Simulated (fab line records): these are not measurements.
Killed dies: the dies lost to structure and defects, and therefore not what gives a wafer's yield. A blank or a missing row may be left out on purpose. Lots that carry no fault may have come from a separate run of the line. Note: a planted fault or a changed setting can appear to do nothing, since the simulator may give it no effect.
2 desks looking at one fault -- flow n5 finfet -- every desk sees just its own numbers, and what lay behind them comes last

METROLOGY DESK
What the gauges read, lot by lot, whatever tool the lot ran on: means of the sampled wafers that have a number. The brackets show how far a lot's mean lies from the usual mean; more than 4 standard deviations puts the lot out of limits, marked OUT. Only the readings that lie furthest out on some lot appear, 7 of the 10 it has.
Columns: A = DIBL_N at N5_BEOL_M4_RC_MEAS_101, usual 36.9 mV/V; B = DIBL_P at N5_BEOL_M4_RC_MEAS_101, usual 36.7 mV/V; C = IOFF_N at N5_BEOL_M4_RC_MEAS_101, usual 0.17 nA/um; D = ION_N at N5_BEOL_M4_RC_MEAS_101, usual 674 uA/um; E = ION_P at N5_BEOL_M4_RC_MEAS_101, usual 461 uA/um; F = VT_N at N5_BEOL_M4_RC_MEAS_101, usual 249 mV; G = VT_P at N5_BEOL_M4_RC_MEAS_101, usual -250 mV
lot,first seen here,A,B,C,D,E,F,G
L592,day 8 01:31,35.9,35.7,0.14,666,456,252,-252
L595,day 8 14:13,34.4,33.6,0.14,658,451,252,-252
L598,day 9 04:58,37.7,39.4,0.20,684,459,248,-252
L600,day 9 20:14,38.0,36.5,0.19,678,458,247,-250
L610,day 12 15:16,36.1,34.9,0.16,677,470,249,-245
L611,day 12 21:56,37.2,37.2,0.18,683,466,248,-245
L612,day 13 01:27,35.9,37.4,0.16,682,463,249,-249
L613,day 13 05:11,34.4,33.5,0.13,664,459,255,-252
L614,day 13 07:12,37.1,38.0,0.19,679,471,247,-246
Result from this desk: across the 9 lots, nothing is out of limits.

DESK OF THE TOOL OWNER: ald sin-03
The tool's own readings at N5_BEOL_M0_SAQP_ALD_48 (deposits SiO2, target thk 20 nm, pulse time 1 s, co reactant pulse time 1 s): means of the sampled wafers that have a number, for each lot that ran on this tool. The brackets show how far a lot's mean lies from the usual mean; more than 4 standard deviations puts the lot out of limits, marked OUT.
Columns: A = heater power w at N5_BEOL_M0_SAQP_ALD_48, usual 81 W; B = precursor pulse height rel at N5_BEOL_M0_SAQP_ALD_48, usual 0.998
lot,first seen here,A,B
L595,day 6 13:08,82,1.006
L598,day 7 07:35,84,1.000
L600,day 7 18:28,83,0.986
L610,day 10 12:16,85,1.003
L611,day 10 13:34,85,1.017
L613,day 10 22:06,86,0.981
L614,day 11 03:21,85,0.988
Result from this desk: across the 7 lots, nothing is out of limits.

PUT TOGETHER
From the metrology desk's view, nothing was out of limits.
The desk of the tool owner found nothing out of limits.

WHAT WAS PUT IN BY THE SIMULATOR
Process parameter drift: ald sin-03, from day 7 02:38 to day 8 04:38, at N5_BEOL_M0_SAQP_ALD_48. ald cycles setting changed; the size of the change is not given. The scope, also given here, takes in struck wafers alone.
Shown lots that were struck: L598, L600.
